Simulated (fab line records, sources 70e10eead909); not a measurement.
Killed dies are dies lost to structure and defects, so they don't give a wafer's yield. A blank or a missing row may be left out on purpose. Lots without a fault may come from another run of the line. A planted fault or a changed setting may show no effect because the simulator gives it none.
Which tool did it? | flow nand_harc | 24 lots, 72 wafers sampled, at 6 steps of a route of 1302

WHAT THE GAUGES READ, wafer by wafer
NHARC_P_GATE_OVL_MEAS_27.
lot  | measured     | on         | overlay_x_nm (nm) | overlay_y_nm (nm)
L074 | day 5 09:19  | overlay-02 | -2.4 -2.5 -2.9    | 0.8 0.8 1.1
L075 | day 5 09:49  | overlay-02 | -0.3 -0.1 -0.1    | -1.9 -1.3 -1.3
L076 | day 5 21:10  | overlay-02 | -1.1 -1.1 -1.3    | 0.3 -0.2 0.1
L077 | day 6 14:01  | overlay-02 | -1.5 -0.7 -0.8    | -0.7 -0.8 -0.9
L078 | day 6 13:36  | overlay-02 | 0.1 -0.6 -1.1     | -1.1 -1.0 -0.9
L079 | day 7 05:01  | overlay-01 | 0.1 -0.3 -0.5     | 0.6 0.9 1.0
L080 | day 7 16:24  | overlay-02 | -0.6 -0.3 -0.5    | -0.1 0.3 -0.2
L081 | day 8 00:43  | overlay-01 | -0.2 -0.1 0.1     | 0.7 1.0 1.0
L082 | day 8 11:45  | overlay-01 | -0.6 -0.8 -0.7    | 0.5 0.0 0.5
L083 | day 9 05:59  | overlay-02 | 0.1 0.0 -0.7      | 1.2 0.6 0.7
L084 | day 9 11:57  | overlay-02 | 0.8 0.8 0.9       | 0.1 -0.6 -0.3
L085 | day 9 17:11  | overlay-02 | 1.2 1.2 1.6       | -2.8 -2.0 -2.7
L086 | day 9 21:58  | overlay-01 | -1.0 -1.1 -1.3    | -1.5 -0.7 -1.1
L087 | day 10 07:40 | overlay-02 | -0.7 -0.1 0.1     | 0.7 0.7 0.5
L088 | day 11 01:56 | overlay-02 | -0.6 0.0 -0.4     | 0.7 0.1 0.5
L089 | day 11 01:18 | overlay-01 | -1.2 -1.0 -0.8    | 0.3 -0.1 0.5
L090 | day 11 22:05 | overlay-01 | -0.4 -0.5 -0.2    | 0.3 1.0 1.0
L091 | day 12 04:46 | overlay-01 | -1.5 -0.7 -1.1    | 0.2 0.7 -0.4
L092 | day 12 11:53 | overlay-02 | 1.2 1.6 1.5       | 1.3 1.2 1.1
L093 | day 12 22:35 | overlay-02 | -2.0 -0.4 -1.0    | -0.2 -0.7 -0.2
L094 | day 13 16:46 | overlay-01 | -0.6 -0.5 -0.6    | 1.5 1.2 1.2
L095 | day 13 17:33 | overlay-02 | -1.3 -1.2 -1.5    | -1.0 -0.7 -0.4
L096 | day 14 03:56 | overlay-01 | 0.3 0.0 -0.7      | 0.5 0.5 0.3
L097 | day 14 21:56 | overlay-02 | 1.3 1.1 1.3       | 0.5 0.8 0.5

NHARC_P_CONTACT_OVL_MEAS_13.
lot  | measured     | on         | overlay_x_nm (nm) | overlay_y_nm (nm)
L074 | day 6 05:26  | overlay-01 | 0.7 0.4 0.8       | -0.5 -1.0 -0.9
L075 | day 6 07:56  | overlay-01 | -0.3 0.0 -0.4     | -2.2 -2.0 -1.9
L076 | day 6 17:29  | overlay-01 | 1.3 1.1 0.6       | 1.6 0.9 1.3
L077 | day 7 10:13  | overlay-02 | -1.2 -0.9 -1.4    | -0.5 -0.4 -0.3
L078 | day 7 09:49  | overlay-02 | 0.2 -0.4 -0.1     | -1.0 -0.4 -1.0
L079 | day 8 01:17  | overlay-01 | -0.2 0.2 -0.2     | 0.8 1.0 0.6
L080 | day 8 12:40  | overlay-01 | -0.8 -0.9 -1.0    | 1.3 0.9 1.4
L081 | day 8 21:08  | overlay-01 | -1.6 -0.9 -1.0    | -0.6 -1.7 -0.3
L082 | day 9 07:49  | overlay-01 | 1.1 1.4 0.9       | 0.3 -0.2 -0.6
L083 | day 10 01:47 | overlay-02 | 0.1 -0.4 -0.1     | -2.2 -1.8 -1.7
L084 | day 10 08:14 | overlay-02 | 0.7 0.1 0.5       | -0.2 -0.1 -0.1
L085 | day 10 12:59 | overlay-01 | -0.6 -0.5 0.1     | 0.4 0.2 0.8
L086 | day 10 17:59 | overlay-02 | -0.8 -0.5 -0.7    | -2.0 -2.1 -1.6
L087 | day 11 03:41 | overlay-01 | 0.0 -0.5 0.1      | 0.5 0.6 0.7
L088 | day 11 22:04 | overlay-02 | 0.8 1.0 1.1       | 0.6 0.1 0.5
L089 | day 11 21:40 | overlay-01 | -0.8 -0.9 -0.4    | -2.2 -2.4 -2.1
L090 | day 12 17:54 | overlay-01 | 1.5 1.9 2.0       | 0.7 0.3 0.9
L091 | day 13 00:58 | overlay-01 | -1.0 -1.1 -1.0    | 0.5 0.0 0.6
L092 | day 13 07:46 | overlay-02 | -0.5 0.4 -0.6     | -0.8 -0.7 -0.5
L093 | day 13 18:40 | overlay-01 | 0.1 -0.4 -0.5     | 1.3 1.0 1.0
L094 | day 14 12:32 | overlay-02 | -0.9 -0.6 -1.1    | -0.9 -0.7 -0.8
L095 | day 14 13:40 | overlay-02 | -0.4 -0.5 -1.2    | 1.1 1.2 0.7
L096 | day 15 00:08 | overlay-01 | 0.9 1.2 0.5       | -0.4 0.4 0.3
L097 | day 15 18:47 | overlay-01 | 0.4 -0.3 0.6      | 0.0 -0.1 0.2

WHICH TOOL RAN EACH LOT (tool, then ch and the chambers of the sampled wafers, then the start)
lot  | NHARC_P_STI_ETCH_15              | NHARC_P_GATE_STRIP_95                | NHARC_P_GATE_RTA_64              | NHARC_P_GATE_RTA_82
L074 | rie_si-02 ch 0,3, day 2 23:24    | plasma_asher-02 ch 0,1, day 6 01:55  | rtp_anneal-02 ch 0, day 6 02:28  | rtp_anneal-02 ch 0, day 6 03:32
L075 | rie_si-02 ch 0,1,2, day 3 09:08  | plasma_asher-01 ch 0,1, day 6 04:26  | rtp_anneal-01 ch 0, day 6 05:02  | rtp_anneal-02 ch 0, day 6 06:06
L076 | rie_si-06 ch 0,3, day 3 16:41    | plasma_asher-02 ch 0,1, day 6 13:58  | rtp_anneal-01 ch 0, day 6 14:34  | rtp_anneal-02 ch 0, day 6 15:39
L077 | rie_si-06 ch 0,2, day 4 11:58    | plasma_asher-02 ch 0,1, day 7 06:36  | rtp_anneal-02 ch 0, day 7 07:11  | rtp_anneal-01 ch 0, day 7 08:14
L078 | rie_si-02 ch 0,1,2, day 4 12:11  | plasma_asher-01 ch 0,1, day 7 06:20  | rtp_anneal-01 ch 0, day 7 06:58  | rtp_anneal-01 ch 0, day 7 08:01
L079 | rie_si-06 ch 0,1,2, day 5 00:11  | plasma_asher-02 ch 0,1, day 7 21:28  | rtp_anneal-02 ch 0, day 7 22:02  | rtp_anneal-02 ch 0, day 7 23:08
L080 | rie_si-03 ch 0,3, day 5 08:10    | plasma_asher-01 ch 0,1, day 8 08:49  | rtp_anneal-02 ch 0, day 8 09:23  | rtp_anneal-02 ch 0, day 8 10:31
L081 | rie_si-03 ch 1,2,3, day 5 16:52  | plasma_asher-01 ch 0,1, day 8 17:35  | rtp_anneal-02 ch 0, day 8 18:10  | rtp_anneal-01 ch 0, day 8 19:14
L082 | rie_si-06 ch 1,2, day 6 05:41    | plasma_asher-01 ch 1, day 9 04:24    | rtp_anneal-02 ch 0, day 9 04:58  | rtp_anneal-01 ch 0, day 9 06:03
L083 | rie_si-06 ch 0,1,2, day 6 17:31  | plasma_asher-02 ch 0,1, day 9 22:17  | rtp_anneal-02 ch 0, day 9 22:52  | rtp_anneal-01 ch 0, day 9 23:55
L084 | rie_si-02 ch 1,2, day 7 04:01    | plasma_asher-01 ch 0,1, day 10 04:44 | rtp_anneal-01 ch 0, day 10 05:20 | rtp_anneal-02 ch 0, day 10 06:23
L085 | rie_si-02 ch 1,2, day 7 11:23    | plasma_asher-01 ch 0,1, day 10 09:37 | rtp_anneal-01 ch 0, day 10 10:12 | rtp_anneal-01 ch 0, day 10 11:16
L086 | rie_si-06 ch 1,2,3, day 7 19:07  | plasma_asher-01 ch 0,1, day 10 14:28 | rtp_anneal-02 ch 0, day 10 15:03 | rtp_anneal-02 ch 0, day 10 16:07
L087 | rie_si-02 ch 0,2,3, day 8 05:05  | plasma_asher-02 ch 0,1, day 11 00:07 | rtp_anneal-01 ch 0, day 11 00:50 | rtp_anneal-02 ch 0, day 11 01:55
L088 | rie_si-03 ch 0,1,2, day 8 18:01  | plasma_asher-01 ch 0,1, day 11 18:23 | rtp_anneal-01 ch 0, day 11 19:01 | rtp_anneal-02 ch 0, day 11 20:13
L089 | rie_si-06 ch 2,3, day 9 02:22    | plasma_asher-02 ch 0,1, day 11 18:11 | rtp_anneal-02 ch 0, day 11 18:49 | rtp_anneal-01 ch 0, day 11 19:56
L090 | rie_si-03 ch 1,2,3, day 9 10:49  | plasma_asher-01 ch 0,1, day 12 14:23 | rtp_anneal-02 ch 0, day 12 14:56 | rtp_anneal-02 ch 0, day 12 16:00
L091 | rie_si-06 ch 0,1,3, day 9 21:05  | plasma_asher-02 ch 0,1, day 12 21:27 | rtp_anneal-01 ch 0, day 12 22:01 | rtp_anneal-01 ch 0, day 12 23:05
L092 | rie_si-06 ch 0,2,3, day 10 09:22 | plasma_asher-01 ch 0,1, day 13 04:23 | rtp_anneal-01 ch 0, day 13 04:56 | rtp_anneal-02 ch 0, day 13 06:00
L093 | rie_si-02 ch 0,1,3, day 10 17:40 | plasma_asher-02 ch 0,1, day 13 15:09 | rtp_anneal-01 ch 0, day 13 15:43 | rtp_anneal-01 ch 0, day 13 16:46
L094 | rie_si-03 ch 0,2,3, day 11 04:50 | plasma_asher-01 ch 0,1, day 14 09:09 | rtp_anneal-02 ch 0, day 14 09:43 | rtp_anneal-01 ch 0, day 14 10:46
L095 | rie_si-03 ch 1,2,3, day 11 13:55 | plasma_asher-02 ch 0,1, day 14 10:16 | rtp_anneal-02 ch 0, day 14 10:50 | rtp_anneal-01 ch 0, day 14 11:53
L096 | rie_si-02 ch 2,3, day 12 02:35   | plasma_asher-02 ch 0,1, day 14 20:35 | rtp_anneal-01 ch 0, day 14 21:09 | rtp_anneal-02 ch 0, day 14 22:13
L097 | rie_si-02 ch 1,2, day 12 12:57   | plasma_asher-02 ch 0,1, day 15 15:13 | rtp_anneal-01 ch 0, day 15 15:52 | rtp_anneal-02 ch 0, day 15 16:56
- NHARC_P_STI_ETCH_15: etches the open film in HBr/Cl2, target depth 300 nm, time 100.1 s.
- NHARC_P_GATE_STRIP_95: strips in O2.
- NHARC_P_GATE_RTA_64: time 1 s.
- NHARC_P_GATE_RTA_82: time 30 s.

WHAT THE TOOLS THEMSELVES READ (means of the sampled wafers that have a number; where no wafer has one, the mark that the record gives instead)
NHARC_P_STI_ETCH_15.
lot  | tool      | chamber_pressure_mTorr (mTorr) | drypump_motor_current_A (A) | oes_product_au (a.u.) | throttle_valve_pct (%)
L074 | rie_si-02 | 15.003                         | 6.1                         | 0.999                 | 26.404
L075 | rie_si-02 | 15.002                         | 6.1                         | 1.022                 | 26.409
L076 | rie_si-06 | 14.996                         | 6.0                         | 0.999                 | 26.404
L077 | rie_si-06 | 14.999                         | 5.6                         | 0.997                 | 26.402
L078 | rie_si-02 | 14.996                         | 6.1                         | 1.003                 | 26.404
L079 | rie_si-06 | 15.007                         | 5.7                         | 1.005                 | 26.401
L080 | rie_si-03 | 14.992                         | 5.9                         | 1.006                 | 26.412
L081 | rie_si-03 | 14.997                         | 5.7                         | 1.002                 | 26.400
L082 | rie_si-06 | 15.009                         | 5.7                         | 1.004                 | 26.408
L083 | rie_si-06 | 15.012                         | 5.7                         | 1.004                 | 26.406
L084 | rie_si-02 | 15.009                         | 6.2                         | 1.003                 | 26.402
L085 | rie_si-02 | 15.006                         | 6.2                         | 1.002                 | 26.401
L086 | rie_si-06 | 15.003                         | 6.0                         | 1.019                 | 26.411
L087 | rie_si-02 | 15.001                         | 6.1                         | 0.995                 | 26.404
L088 | rie_si-03 | 14.996                         | 6.0                         | 1.002                 | 26.405
L089 | rie_si-06 | 15.003                         | 6.3                         | 1.022                 | 26.407
L090 | rie_si-03 | 14.988                         | 5.7                         | 1.000                 | 26.410
L091 | rie_si-06 | 15.011                         | 5.7                         | 1.007                 | 26.414
L092 | rie_si-06 | 14.996                         | 6.0                         | 1.007                 | 26.407
L093 | rie_si-02 | 15.003                         | 6.3                         | 1.014                 | 26.406
L094 | rie_si-03 | 14.999                         | 5.8                         | 0.994                 | 26.402
L095 | rie_si-03 | 14.997                         | 5.7                         | 0.991                 | 26.401
L096 | rie_si-02 | 15.006                         | 6.1                         | 0.995                 | 26.408
L097 | rie_si-02 | 14.995                         | 6.1                         | 0.988                 | 26.402

NHARC_P_GATE_STRIP_95.
lot  | tool            | drypump_motor_current_A (A) | heater_power_w (W)
L074 | plasma_asher-02 | 5.92                        | 303
L075 | plasma_asher-01 | 6.10                        | 344
L076 | plasma_asher-02 | 5.89                        | 305
L077 | plasma_asher-02 | 6.01                        | 327
L078 | plasma_asher-01 | 6.09                        | 350
L079 | plasma_asher-02 | 5.89                        | 303
L080 | plasma_asher-01 | 6.09                        | 342
L081 | plasma_asher-01 | 6.11                        | 343
L082 | plasma_asher-01 | 6.12                        | 350
L083 | plasma_asher-02 | 5.92                        | 300
L084 | plasma_asher-01 | 6.07                        | 339
L085 | plasma_asher-01 | 6.09                        | 338
L086 | plasma_asher-01 | 6.08                        | 349
L087 | plasma_asher-02 | 5.90                        | 301
L088 | plasma_asher-01 | 6.08                        | 336
L089 | plasma_asher-02 | 5.92                        | 301
L090 | plasma_asher-01 | 6.11                        | 342
L091 | plasma_asher-02 | 5.99                        | 319
L092 | plasma_asher-01 | 6.09                        | 343
L093 | plasma_asher-02 | 5.90                        | 294
L094 | plasma_asher-01 | 6.10                        | 341
L095 | plasma_asher-02 | 5.91                        | 295
L096 | plasma_asher-02 | 5.92                        | 297
L097 | plasma_asher-02 | 6.02                        | 322

NHARC_P_GATE_RTA_64.
lot  | tool          | lamp_power_pct (%) | wafer_temp_C_max
L074 | rtp_anneal-02 | 34.98              | 1057.0
L075 | rtp_anneal-01 | 34.83              | 1053.9
L076 | rtp_anneal-01 | 34.80              | 1053.6
L077 | rtp_anneal-02 | 35.00              | 1055.8
L078 | rtp_anneal-01 | 34.84              | 1053.6
L079 | rtp_anneal-02 | 34.97              | 1056.0
L080 | rtp_anneal-02 | 34.98              | 1057.1
L081 | rtp_anneal-02 | 34.99              | 1056.1
L082 | rtp_anneal-02 | 34.97              | 1058.1
L083 | rtp_anneal-02 | 34.96              | 1056.4
L084 | rtp_anneal-01 | 34.88              | 1053.3
L085 | rtp_anneal-01 | 34.84              | 1053.2
L086 | rtp_anneal-02 | 34.99              | 1056.5
L087 | rtp_anneal-01 | 34.87              | 1053.9
L088 | rtp_anneal-01 | 34.86              | 1054.4
L089 | rtp_anneal-02 | 34.96              | 1058.8
L090 | rtp_anneal-02 | 34.98              | 1057.4
L091 | rtp_anneal-01 | 34.84              | 1052.6
L092 | rtp_anneal-01 | 34.86              | 1053.6
L093 | rtp_anneal-01 | 34.84              | 1053.1
L094 | rtp_anneal-02 | 34.96              | 1057.2
L095 | rtp_anneal-02 | 34.94              | 1054.3
L096 | rtp_anneal-01 | 34.88              | 1054.2
L097 | rtp_anneal-01 | 34.90              | 1053.7

NHARC_P_GATE_RTA_82.
lot  | tool          | lamp_power_pct (%) | wafer_temp_C_max
L074 | rtp_anneal-02 | 4.091              | 452.5
L075 | rtp_anneal-02 | 4.095              | 453.3
L076 | rtp_anneal-02 | 4.092              | 452.9
L077 | rtp_anneal-01 | 4.081              | 451.7
L078 | rtp_anneal-01 | 4.078              | 451.6
L079 | rtp_anneal-02 | 4.095              | 453.0
L080 | rtp_anneal-02 | 4.093              | 452.9
L081 | rtp_anneal-01 | 4.082              | 451.8
L082 | rtp_anneal-01 | 4.078              | 451.6
L083 | rtp_anneal-01 | 4.080              | 451.3
L084 | rtp_anneal-02 | 4.096              | 452.5
L085 | rtp_anneal-01 | 4.084              | 451.9
L086 | rtp_anneal-02 | 4.093              | 453.1
L087 | rtp_anneal-02 | 4.092              | 453.0
L088 | rtp_anneal-02 | 4.095              | 452.2
L089 | rtp_anneal-01 | 4.083              | 451.3
L090 | rtp_anneal-02 | 4.096              | 453.0
L091 | rtp_anneal-01 | 4.082              | 451.3
L092 | rtp_anneal-02 | 4.097              | 452.9
L093 | rtp_anneal-01 | 4.082              | 452.0
L094 | rtp_anneal-01 | 4.083              | 451.4
L095 | rtp_anneal-01 | 4.083              | 451.4
L096 | rtp_anneal-02 | 4.096              | 453.1
L097 | rtp_anneal-02 | 4.092              | 453.4

THE ANSWER, worked out from the rows above alone
Rule: what is usual is taken from the lots themselves. Put in order of their means at a reading, lots are off if they are a third of the lots or fewer, leave a main group of 4 or more, and stand apart from it by a gap of 3 or more times the standard deviation of the main group's means; of several such gaps the widest counts. A main group whose means are all the same, to the digits that the tables above print for the reading, isn't used. A lot without any number at a reading at which 4 lots or more have one is off too. The other lots that the step has rows for count as sound. The gauges are gone through in route order, then the tools' own readings, and for those a lot's mean is taken as printed above. The first step at which some lot is off is used, and at that step the reading that is off furthest; a lot without a number counts as furthest.
No lot is off at any reading shown: from this, nothing can be told.

WHAT THE SIMULATOR HAD PUT IN
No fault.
